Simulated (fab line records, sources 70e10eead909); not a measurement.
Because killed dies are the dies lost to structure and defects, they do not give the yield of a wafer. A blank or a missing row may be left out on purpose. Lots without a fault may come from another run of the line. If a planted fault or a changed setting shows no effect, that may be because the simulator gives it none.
Chamber matching + flow nand harc + NHARC_A_BONDPAD_ETCH_34 on rie diel-10 has 4 sister chambers
The step etches the open film in N2/H2, target depth 60 nm, overetch 18 nm, time 65.91 s. 4 wafers are shown with their chamber, then 10 later ones without.

== WAFERS WITH THEIR CHAMBER ==
| wafer  | chamber | oes product au (a.u.) |
|--------|---------|-----------------------|
| L085.3 | 1       | 0.989                 |
| L085.5 | 3       | 0.999                 |
| L087.1 | 0       | 1.007                 |
| L087.2 | 2       | 0.995                 |

== WAFERS WITH NO CHAMBER GIVEN ==
| wafer  | oes product au (a.u.) |
|--------|-----------------------|
| L087.5 | 0.993                 |
| L088.3 | 1.004                 |
| L088.4 | 0.991                 |
| L088.6 | 1.004                 |
| L092.1 | 1.001                 |
| L092.3 | 1.000                 |
| L092.6 | 0.999                 |
| L094.2 | 1.000                 |
| L094.3 | 0.992                 |
| L094.6 | 0.993                 |

== EACH ONE'S CHAMBER ==
| wafer  | from the rows above          | in truth |
|--------|------------------------------|----------|
| L087.5 | can't be placed: 2 or 1 or 3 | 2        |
| L088.3 | can't be placed: 0 or 3      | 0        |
| L088.4 | can't be placed: 1 or 2      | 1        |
| L088.6 | can't be placed: 0 or 3      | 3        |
| L092.1 | can't be placed: 3 or 2 or 0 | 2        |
| L092.3 | can't be placed: 3 or 2      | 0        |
| L092.6 | can't be placed: 3 or 2      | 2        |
| L094.2 | can't be placed: 3 or 2      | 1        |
| L094.3 | can't be placed: 1 or 2 or 3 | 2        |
| L094.6 | can't be placed: 2 or 1 or 3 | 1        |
0 of 10 placed correctly. These rows do not allow placing 10 (true chamber among the candidates in 8). 0 placed wrongly.
How it was worked out, from the rows above alone: a wafer's distance from a chamber is the root of the sum, over the readings, of the square of ((its reading less the chamber's mean) divided by the reading's scatter). The wafer belongs to the nearest chamber; if the next one is less than 2 further off, it can't be placed. Each chamber's mean is taken over the wafers shown for it. The scatter (one wafer shown for each chamber): square how far every hidden wafer sits from the nearest shown wafer, average those squares and take the square root.
